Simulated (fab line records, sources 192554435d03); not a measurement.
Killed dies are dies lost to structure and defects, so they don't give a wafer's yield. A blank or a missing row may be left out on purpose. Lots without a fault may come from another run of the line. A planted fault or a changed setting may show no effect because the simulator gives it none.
Chamber matching | flow n5_finfet | N5_GATE_CUT_ALD_22 on ald_sin-03: 4 sister chambers
The step deposits SiNx, target thk 16 nm, pulse time 1 s, ald cycles 320. 14 wafers are shown with their chamber, then 7 later ones without.

WAFERS WITH THEIR CHAMBER
wafer  | chamber | heater_power_w (W) | precursor_pulse_height_rel
L534.2 | 3       | 776                | 0.971
L534.3 | 2       | 771                | 0.994
L534.4 | 0       | 975                | 1.003
L535.2 | 3       | 763                | 1.029
L535.4 | 1       | 834                | 1.018
L535.5 | 1       | 839                | 0.986
L540.1 | 0       | 939                | 0.991
L540.2 | 2       | 762                | 1.001
L540.4 | 1       | 834                | 0.995
L550.1 | 3       | 770                | 0.995
L550.3 | 1       | 856                | 1.034
L550.5 | 3       | 753                | 0.961
L551.2 | 2       | 753                | 0.985
L551.3 | 0       | 962                | 0.976

SIGNATURES (means of the wafers above)
reading                    | chamber 0 | chamber 1 | chamber 2 | chamber 3 | scatter within a chamber
heater_power_w             | 958.67    | 840.75    | 762.00    | 765.50    | 12
precursor_pulse_height_rel | 0.99000   | 1.00825   | 0.99333   | 0.98900   | 0.0216
Rule: a wafer's distance from a chamber is the root of the sum, over the readings, of the square of ((its reading less the chamber's mean) divided by the reading's scatter). The wafer belongs to the nearest chamber; if the next one is less than 2 further off, it can't be placed. The scatter: the root of (the sum of the squares of (reading less its chamber's mean) over the shown wafers, divided by (wafers less chambers)).

WAFERS WITHOUT THEIR CHAMBER
wafer  | heater_power_w (W) | precursor_pulse_height_rel
L551.4 | 806                | 0.984
L552.1 | 932                | 0.938
L552.2 | 780                | 0.994
L552.5 | 859                | 1.028
L556.1 | 947                | 0.938
L556.2 | 766                | 0.990
L556.3 | 790                | 1.015

WHICH CHAMBER EACH WENT THROUGH
wafer  | from the rows above          | in truth
L551.4 | can't be placed: 1 or 3 or 2 | 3
L552.1 | 0                            | 0
L552.2 | can't be placed: 3 or 2      | 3
L552.5 | 1                            | 1
L556.1 | 0                            | 0
L556.2 | can't be placed: 3 or 2      | 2
L556.3 | can't be placed: 3 or 2 or 1 | 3
Placed correctly: 3 of 7. Can't be placed from these rows: 4 (the true chamber is among the candidates in 4). Placed wrongly: 0.
